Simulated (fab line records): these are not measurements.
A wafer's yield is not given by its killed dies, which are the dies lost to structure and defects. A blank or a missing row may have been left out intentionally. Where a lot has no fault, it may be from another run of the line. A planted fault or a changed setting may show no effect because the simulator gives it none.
Which of the tools did it? ; flow nandHarc ; 39 wafers from 13 lots sampled at 6 of the route's 1302 steps

WHAT EACH GAUGE READ, for each wafer
NHARC_P_GATE_OVL_MEAS_27. Usual: overlayXNm 0.2 nm, standard deviation 0.84; overlayYNm 0.0 nm, standard deviation 0.88.
lot;measured;on;overlayXNm (nm);overlayYNm (nm);flag
L288;day 5 12:32;overlay-01;0.6 1.5 0.9;-0.4 -0.7 -0.6;
L289;day 5 18:28;overlay-02;1.7 1.3 1.2;-1.2 -1.2 -1.0;
L290;day 6 11:00;overlay-01;0.1 -0.3 -1.0;0.8 1.0 0.9;
L291;day 6 19:47;overlay-02;0.3 0.1 0.4;-1.5 -1.4 -1.4;
L292;day 6 22:21;overlay-01;1.5 1.2 1.6;1.4 1.0 1.3;
L294;day 7 16:33;overlay-01;1.1 0.8 0.5;-0.1 0.3 0.1;
L295;day 8 04:15;overlay-02;-0.3 -0.2 -0.9;0.3 1.0 0.0;
L296;day 8 17:55;overlay-01;0.3 0.0 0.1;-1.2 -1.2 -1.3;
L297;day 9 07:28;overlay-01;-0.1 -0.4 -0.4;0.3 0.7 0.7;
L298;day 9 10:49;overlay-02;-0.2 -0.2 0.1;0.5 0.8 0.4;
L303;day 11 18:05;overlay-02;-0.4 -0.3 -0.5;0.3 1.0 0.9;
L306;day 12 18:37;overlay-01;-0.2 0.0 0.4;0.2 -0.4 -0.5;
L308;day 13 19:43;overlay-01;1.2 1.7 1.6;0.6 0.8 0.6;

NHARC_P_GATE_CD_MEAS_59: the cd target is 720 nm. Usual: cdNm at 719.5 nm, with a standard deviation of 1.9.
lot;measured;on;cdNm (nm);flag
L288;day 6 02:19;cdSem-03;716.0 717.9 720.8;
L289;day 6 07:59;cdSem-03;721.6 722.5 720.3;
L290;day 7 00:52;cdSem-01;721.4 722.0 723.2;
L291;day 7 09:12;cdSem-02;718.8 716.2 719.0;
L292;day 7 14:08;cdSem-02;722.7 720.8 720.5;
L294;day 8 06:55;cdSem-02;717.2 718.2 716.1;
L295;day 8 17:46;cdSem-03;722.3 719.6 721.3;
L296;day 9 07:37;cdSem-03;718.7 720.7 720.6;
L297;day 9 21:07;cdSem-01;719.6 721.3 720.4;
L298;day 10 00:13;cdSem-01;717.9 719.9 718.4;
L303;day 12 07:43;cdSem-01;- - -;OFF
L306;day 13 08:22;cdSem-01;719.4 720.1 717.8;
L308;day 14 09:13;cdSem-03;720.0 718.7 719.5;

NHARC_P_CONTACT_CD_MEAS_12: the cd target is 90 nm. Usual: cdNm at 90.0 nm, with a standard deviation of 0.6.
lot;measured;on;cdNm (nm);flag
L288;day 6 08:44;cdSem-03;89.1 90.2 88.9;
L289;day 6 14:23;cdSem-01;91.1 90.3 91.1;
L290;day 7 07:35;cdSem-03;89.6 89.6 89.1;
L291;day 7 15:28;cdSem-03;89.2 89.7 89.5;
L292;day 7 20:44;cdSem-02;90.1 90.2 89.3;
L294;day 8 13:25;cdSem-03;90.6 90.6 90.8;
L295;day 9 00:10;cdSem-02;89.6 89.6 90.4;
L296;day 9 14:01;cdSem-02;90.2 90.7 91.3;
L297;day 10 03:44;cdSem-02;90.5 89.3 90.7;
L298;day 10 06:37;cdSem-02;89.6 89.0 89.3;
L306;day 13 14:48;cdSem-01;90.5 89.8 90.2;
L308;day 14 15:31;cdSem-03;89.5 89.9 89.8;

NHARC_END_SORT_01. Usual: killedAtArray 55, standard deviation 20; killedAtOther 0.7, standard deviation 0.96; killedAtPeriphery 4.1, standard deviation 2.4; killedDies 60, standard deviation 20; killedOpen 3.3, standard deviation 1.9; killedShort 2.8, standard deviation 1.6.
lot;measured;on;killedAtArray;killedAtOther;killedAtPeriphery;killedDies;killedOpen;killedShort;flag
L303;day 30 18:16;prober-01;89 86 82;2 2 0;586 589 595;677 677 677;1 6 4;0 3 3;OFF

WHAT TOOL EACH LOT RAN ON (gives the tool, then ch and the chambers of the sampled wafers, and finally the start)
lot;NHARC_P_ZERO_WELL_DESCUM_54;NHARC_P_GATE_EXPOSE_56
L288;rieDiel-13 ch 0,1,3, day 2 12:16;krfScanner-04 ch 0, day 6 02:10
L289;rieDiel-03 ch 2,3, day 2 22:01;krfScanner-04 ch 0, day 6 07:50
L290;rieDiel-03 ch 1,3, day 3 08:19;krfScanner-03 ch 0, day 7 00:43
L291;rieDiel-11 ch 0,2,3, day 3 18:01;krfScanner-01 ch 0, day 7 09:03
L292;rieDiel-03 ch 1,2, day 4 03:58;krfScanner-03 ch 0, day 7 13:58
L294;rieDiel-11 ch 0,2,3, day 5 00:02;krfScanner-04 ch 0, day 8 06:45
L295;rieDiel-11 ch 0,2,3, day 5 09:54;krfScanner-01 ch 0, day 8 17:37
L296;rieDiel-03 ch 1,2,3, day 5 20:07;krfScanner-03 ch 0, day 9 07:27
L297;rieDiel-03 ch 1,2, day 6 06:03;krfScanner-01 ch 0, day 9 20:58
L298;rieDiel-13 ch 0,1, day 6 15:53;krfScanner-01 ch 0, day 10 00:04
L303;rieDiel-13 ch 1,2, day 8 17:55;krfScanner-04 ch 0, day 12 07:34
L306;rieDiel-03 ch 0,3, day 9 23:43;krfScanner-01 ch 0, day 13 08:12
L308;rieDiel-11 ch 0,2, day 10 20:43;krfScanner-01 ch 0, day 14 09:04
- NHARC_P_ZERO_WELL_DESCUM_54: chemistry O2, time 3 s.
- NHARC_P_GATE_EXPOSE_56: exposes mask P PSD, target cd 720 nm.

WHAT THE TOOLS THEMSELVES READ (means of the sampled wafers that have a number; where no wafer has one, the mark that the record gives instead)
NHARC_P_ZERO_WELL_DESCUM_54. Usual: drypumpMotorCurrentA 5.6 A, standard deviation 0.57; oesProductAu 1.000 a.u., standard deviation 0.0093; rfVppV 57.6 V, standard deviation 0.93; showerheadPlenumPTorr 1.89 Torr, standard deviation 0.08; throttleValvePct 11.311 %, standard deviation 0.008.
lot;tool;drypumpMotorCurrentA (A);oesProductAu (a.u.);rfVppV (V);showerheadPlenumPTorr (Torr);throttleValvePct (%);flag
L288;rieDiel-13;5.5;0.995;57.5;1.87;11.308;
L289;rieDiel-03;5.8;0.997;58.1;1.97;11.303;
L290;rieDiel-03;5.1;1.008;56.8;1.87;11.320;
L291;rieDiel-11;5.8;0.990;57.1;1.81;11.311;
L292;rieDiel-03;5.4;0.990;57.4;1.91;11.307;
L294;rieDiel-11;5.8;1.013;57.4;1.91;11.316;
L295;rieDiel-11;5.8;1.012;58.1;1.91;11.315;
L296;rieDiel-03;5.5;0.996;57.5;1.91;11.309;
L297;rieDiel-03;5.1;0.990;57.6;1.85;11.303;
L298;rieDiel-13;5.9;0.998;58.4;1.90;11.308;
L303;rieDiel-13;5.1;0.995;57.9;1.88;11.317;
L306;rieDiel-03;5.7;0.997;57.2;1.93;11.307;
L308;rieDiel-11;5.8;1.008;57.5;1.99;11.308;

THE ANSWER, worked out from the rows above alone
Rule: a lot is off if the mean of its wafers that have a number lies more than 3 standard deviations from the usual mean. Also off: a lot with no number at a reading for which 4 or more lots have one. Any other lot the step has rows for is counted as sound. After the gauges, taken in route order, come the tools' own readings; for these a lot's mean is taken, as printed above. At the first step where some lot is off, the reading lying furthest off is the one used; lots without a number count as furthest.
Off, at NHARC_P_GATE_CD_MEAS_59 on cdNm: L303. Without a number there: L303.
If a tool, at a process step before that reading, ran all the lots that are off and no sound lot after the first of them, it fits. The gauges at NHARC_P_GATE_CD_MEAS_59 aren't tried: what is off there is off at NHARC_END_SORT_01 too, on other tools, and a gauge's error can't cause that. 2 tools fit, rieDiel-13 at NHARC_P_ZERO_WELL_DESCUM_54 and krfScanner-04 at NHARC_P_GATE_EXPOSE_56, so this cannot tell which one it is.

WHAT HAD BEEN PUT IN BY THE SIMULATOR
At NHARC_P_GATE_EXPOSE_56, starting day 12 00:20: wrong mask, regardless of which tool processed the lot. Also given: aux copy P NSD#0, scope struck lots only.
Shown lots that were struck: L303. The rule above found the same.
